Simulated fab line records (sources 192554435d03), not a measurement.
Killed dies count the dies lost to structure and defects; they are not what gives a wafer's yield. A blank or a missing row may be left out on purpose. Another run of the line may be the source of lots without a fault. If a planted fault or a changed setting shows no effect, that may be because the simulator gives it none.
A lot that was struck, set against a sound lot || flow n5_finfet || 13 steps out of a route of 1938
Sound: these wafers, L724.2, L724.3, L724.4. Struck: wafers L721.1, L721.5, L721.6. The cause is given at the end.
Each step with rows lists, per side, the tool, then ch with its chambers, then its first start. Under that, the readings that differ: sound wafers || struck wafers || difference of the means || sigmas: that difference in standard deviations of wafers without a fault.
alike: words and numbers the same on both sides, and readings whose means are apart by under 2 such deviations; not compared: readings that were withheld, readings missing a value for some wafer, numbers with overlapping values and no deviation given by the record, and bounds like >300 which may hide the same value.
The two part at a step that has a row with sigmas, a row that says differs or no value, or rows on one side only. When numbers do not overlap yet have no deviation, they are printed without sigmas and do not part them. A reading that every wafer of one side lacks parts them only if that side has two wafers or more.

first, 9 steps without rows for these wafers: N5_BEOL_M0_SAQP_DEVELOP_39 (develop time 30 s); N5_BEOL_M0_SAQP_DESCUM_45 (chemistry O2, time 7 s); N5_BEOL_M0_SAQP_ETCH_88 (etches underlayer in N2/H2, target depth 6.5 nm, time 5.2 s); N5_BEOL_M0_SAQP_ETCH_73 (etches SiARC in CF4, target depth 19.5 nm, time 32.5 s); N5_BEOL_M0_SAQP_CUT_ETCH_46 (etches SOC in N2/H2, target depth 135 nm, overetch 27 nm, time 202.5 s); N5_BEOL_M0_SAQP_STRIP_74 (strips in N2/H2); N5_BEOL_M0_SAQP_STRIP_89 (strips in N2/H2); N5_BEOL_M0_SAQP_ALD_48 (deposits SiO2, target thk 20 nm, pulse time 1 s, co reactant pulse time 1 s); N5_BEOL_M0_SAQP_ETCH_49 (etches SiO2 in CF4/O2, target depth 37 nm).
N5_BEOL_M0_SAQP_STRIP_75: strips in CF4.
  sound on rie_diel-04 ch 0,2,3, day 10 06:45; struck on rie_diel-06 ch 0,1,3, day 9 11:42
  no value came back on the struck wafers for any of 9 readings (bias_power_w (W), cf4_flow_sccm (sccm) and others); on the sound wafers bias_power_w (W) reads 75.44 75.46 74.97
then, 1 step without rows for these wafers: N5_BEOL_M0_CUTY_COAT_50 (time 60 s, resist thk 15 nm).
-- here the record skips 3 days between the struck wafers' starts before and after, leaving off in module BEOL_M0_CUTY and picking up in module BEOL_M4 (first step shown: number 1111 of the route) --
N5_BEOL_M4_RC_MEAS_101:
  sound on prober-02 ch 0, day 13 18:15; struck on prober-01 ch 0, day 12 16:08
  alike: DIBL_N, DIBL_P, IOFF_N, IOFF_P, ION_N, ION_P, SS_N, SS_P, VT_N, VT_P
-- record jumps: 5 days separate the struck wafers' starts on either side; left off in module BEOL_M4, taken up again in module PASSIVATION, whose first shown step is the route's number 1936 --
N5_PASSIVATION_PROBE_49:
  only the struck wafers here have rows in the record (prober-02, day 17 08:25); the sound ones have none

## WHERE THEY PART
First at N5_BEOL_M0_SAQP_STRIP_75; last, within this record, at N5_PASSIVATION_PROBE_49.

WHY: what the simulator had put in
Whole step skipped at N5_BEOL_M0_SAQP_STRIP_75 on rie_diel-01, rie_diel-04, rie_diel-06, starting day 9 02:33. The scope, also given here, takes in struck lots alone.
